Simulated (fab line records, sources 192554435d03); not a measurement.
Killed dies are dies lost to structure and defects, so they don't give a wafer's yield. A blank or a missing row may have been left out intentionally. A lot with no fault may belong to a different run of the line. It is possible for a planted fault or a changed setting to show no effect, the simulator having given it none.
Matching of chambers	flow n5Finfet	N5_BEOL_M1_ALD_84 on aldMetal-02: 4 sister chambers
The step deposits TaN, pulse time 2 s, purge time 3 s, co reactant purge time 2 s. 8 wafers are shown with their chamber, then 11 later ones without.

WAFERS PAIRED WITH THEIR CHAMBERS
wafer	chamber	heaterPowerW (W)
L077.6	1	370
L080.2	1	381
L084.2	3	497
L084.5	2	446
L086.1	3	504
L086.3	2	424
L086.4	0	430
L092.3	0	439

WAFERS WITH NO CHAMBER GIVEN
wafer	heaterPowerW (W)
L092.4	501
L092.6	446
L093.3	432
L093.4	374
L093.6	371
L096.1	373
L096.5	446
L096.6	496
L097.1	435
L097.2	430
L097.3	373

WHICH CHAMBER EACH ONE RAN IN
wafer	from the rows above	in truth
L092.4	3	3
L092.6	can't be placed: 2 or 0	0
L093.3	can't be placed: 0 or 2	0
L093.4	1	1
L093.6	1	1
L096.1	1	1
L096.5	can't be placed: 2 or 0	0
L096.6	3	3
L097.1	can't be placed: 2 or 0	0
L097.2	can't be placed: 0 or 2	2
L097.3	1	1
6 of 11 placed correctly. Cannot be placed on the basis of these rows: 5; the candidates contain the true chamber in 5. Wrongly placed: 0.
How it was worked out, from the rows above alone: a wafer's distance from a chamber is the root of the sum, over the readings, of the square of ((its reading less the chamber's mean) divided by the reading's scatter). If the next closest chamber is less than 2 further off than the closest, the wafer can't be placed; otherwise it belongs to the closest. Each chamber's mean is taken over the wafers shown for it. The scatter is the square root of a quotient: the sum, over the shown wafers, of each reading's squared deviation from its chamber's mean, divided by wafers minus chambers.
